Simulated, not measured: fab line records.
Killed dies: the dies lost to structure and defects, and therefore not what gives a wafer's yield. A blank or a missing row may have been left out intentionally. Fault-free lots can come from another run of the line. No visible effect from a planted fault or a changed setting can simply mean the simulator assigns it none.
Matching of chambers || flow n5 finfet || 4 sister chambers for N5_BEOL_M0_SAQP_STRIP_75 on rie diel-05
The step strips in CF4. 18 wafers are shown with their chamber, then 9 later ones without.

EACH WAFER AND ITS CHAMBER
{"wafer": "L074.3", "chamber": 1, "showerhead plenum p Torr (Torr)": 1.83, "oes product au (a.u.)": 0.212, "throttle valve pct (%)": 13.32}
{"wafer": "L074.4", "chamber": 0, "showerhead plenum p Torr (Torr)": 1.85, "oes product au (a.u.)": 0.163, "throttle valve pct (%)": 13.48}
{"wafer": "L074.5", "chamber": 1, "showerhead plenum p Torr (Torr)": 1.83, "oes product au (a.u.)": 0.209, "throttle valve pct (%)": 13.32}
{"wafer": "L077.1", "chamber": 3, "showerhead plenum p Torr (Torr)": 1.86, "oes product au (a.u.)": 0.167, "throttle valve pct (%)": 13.59}
{"wafer": "L077.3", "chamber": 1, "showerhead plenum p Torr (Torr)": 1.83, "oes product au (a.u.)": 0.215, "throttle valve pct (%)": 13.33}
{"wafer": "L077.6", "chamber": 1, "showerhead plenum p Torr (Torr)": 1.83, "oes product au (a.u.)": 0.205, "throttle valve pct (%)": 13.33}
{"wafer": "L078.1", "chamber": 3, "showerhead plenum p Torr (Torr)": 1.86, "oes product au (a.u.)": 0.162, "throttle valve pct (%)": 13.59}
{"wafer": "L078.5", "chamber": 2, "showerhead plenum p Torr (Torr)": 1.83, "oes product au (a.u.)": 0.223, "throttle valve pct (%)": 13.24}
{"wafer": "L078.6", "chamber": 1, "showerhead plenum p Torr (Torr)": 1.83, "oes product au (a.u.)": 0.208, "throttle valve pct (%)": 13.35}
{"wafer": "L079.3", "chamber": 1, "showerhead plenum p Torr (Torr)": 1.83, "oes product au (a.u.)": 0.207, "throttle valve pct (%)": 13.35}
{"wafer": "L079.4", "chamber": 2, "showerhead plenum p Torr (Torr)": 1.83, "oes product au (a.u.)": 0.215, "throttle valve pct (%)": 13.26}
{"wafer": "L079.5", "chamber": 2, "showerhead plenum p Torr (Torr)": 1.83, "oes product au (a.u.)": 0.224, "throttle valve pct (%)": 13.23}
{"wafer": "L080.2", "chamber": 2, "showerhead plenum p Torr (Torr)": 1.83, "oes product au (a.u.)": 0.215, "throttle valve pct (%)": 13.25}
{"wafer": "L080.4", "chamber": 1, "showerhead plenum p Torr (Torr)": 1.83, "oes product au (a.u.)": 0.211, "throttle valve pct (%)": 13.35}
{"wafer": "L080.6", "chamber": 0, "showerhead plenum p Torr (Torr)": 1.84, "oes product au (a.u.)": 0.172, "throttle valve pct (%)": 13.49}
{"wafer": "L086.1", "chamber": 0, "showerhead plenum p Torr (Torr)": 1.84, "oes product au (a.u.)": 0.165, "throttle valve pct (%)": 13.53}
{"wafer": "L086.3", "chamber": 3, "showerhead plenum p Torr (Torr)": 1.86, "oes product au (a.u.)": 0.208, "throttle valve pct (%)": 13.06}
{"wafer": "L086.4", "chamber": 2, "showerhead plenum p Torr (Torr)": 1.83, "oes product au (a.u.)": 0.217, "throttle valve pct (%)": 13.29}

SIGNATURES (means of the wafers above)
{"reading": "showerhead plenum p Torr", "chamber 0": 1.8433, "chamber 1": 1.8300, "chamber 2": 1.8300, "chamber 3": 1.8600, "scatter within a chamber": 0.00218}
{"reading": "oes product au", "chamber 0": 0.16667, "chamber 1": 0.20957, "chamber 2": 0.21880, "chamber 3": 0.17900, "scatter within a chamber": 0.0102}
{"reading": "throttle valve pct", "chamber 0": 13.5000, "chamber 1": 13.3357, "chamber 2": 13.2540, "chamber 3": 13.4133, "scatter within a chamber": 0.117}
Rule: a wafer's distance from a chamber is the root of the sum, over the readings, of the square of ((its reading less the chamber's mean) divided by the reading's scatter). If the next closest chamber is less than 2 further off than the closest, the wafer can't be placed; otherwise it belongs to the closest. How the scatter is found: for the shown wafers, subtract from each reading the mean of its chamber, square and add these, divide the total by (wafers less chambers), then take the root.

WAFERS WITHOUT THEIR CHAMBER
{"wafer": "L087.1", "showerhead plenum p Torr (Torr)": 1.83, "oes product au (a.u.)": 0.198, "throttle valve pct (%)": 13.29}
{"wafer": "L087.2", "showerhead plenum p Torr (Torr)": 1.86, "oes product au (a.u.)": 0.219, "throttle valve pct (%)": 13.05}
{"wafer": "L087.3", "showerhead plenum p Torr (Torr)": 1.83, "oes product au (a.u.)": 0.201, "throttle valve pct (%)": 13.39}
{"wafer": "L088.1", "showerhead plenum p Torr (Torr)": 1.84, "oes product au (a.u.)": 0.162, "throttle valve pct (%)": 13.50}
{"wafer": "L088.4", "showerhead plenum p Torr (Torr)": 1.83, "oes product au (a.u.)": 0.203, "throttle valve pct (%)": 13.39}
{"wafer": "L088.5", "showerhead plenum p Torr (Torr)": 1.86, "oes product au (a.u.)": 0.208, "throttle valve pct (%)": 13.05}
{"wafer": "L091.1", "showerhead plenum p Torr (Torr)": 1.83, "oes product au (a.u.)": 0.202, "throttle valve pct (%)": 13.30}
{"wafer": "L091.3", "showerhead plenum p Torr (Torr)": 1.82, "oes product au (a.u.)": 0.190, "throttle valve pct (%)": 13.39}
{"wafer": "L091.5", "showerhead plenum p Torr (Torr)": 1.83, "oes product au (a.u.)": 0.217, "throttle valve pct (%)": 13.30}

WHICH CHAMBER EACH WENT THROUGH
{"wafer": "L087.1", "from the rows above": "can't be placed: 1 or 2", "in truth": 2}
{"wafer": "L087.2", "from the rows above": 3, "in truth": 3}
{"wafer": "L087.3", "from the rows above": "can't be placed: 1 or 2", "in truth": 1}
{"wafer": "L088.1", "from the rows above": 0, "in truth": 0}
{"wafer": "L088.4", "from the rows above": "can't be placed: 1 or 2", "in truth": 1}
{"wafer": "L088.5", "from the rows above": 3, "in truth": 3}
{"wafer": "L091.1", "from the rows above": "can't be placed: 1 or 2", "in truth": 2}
{"wafer": "L091.3", "from the rows above": "can't be placed: 1 or 2", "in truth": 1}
{"wafer": "L091.5", "from the rows above": "can't be placed: 2 or 1", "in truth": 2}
Placed correctly: 3 of 9. Can't be placed from these rows: 6 (the true chamber is among the candidates in 6). 0 placed wrongly.
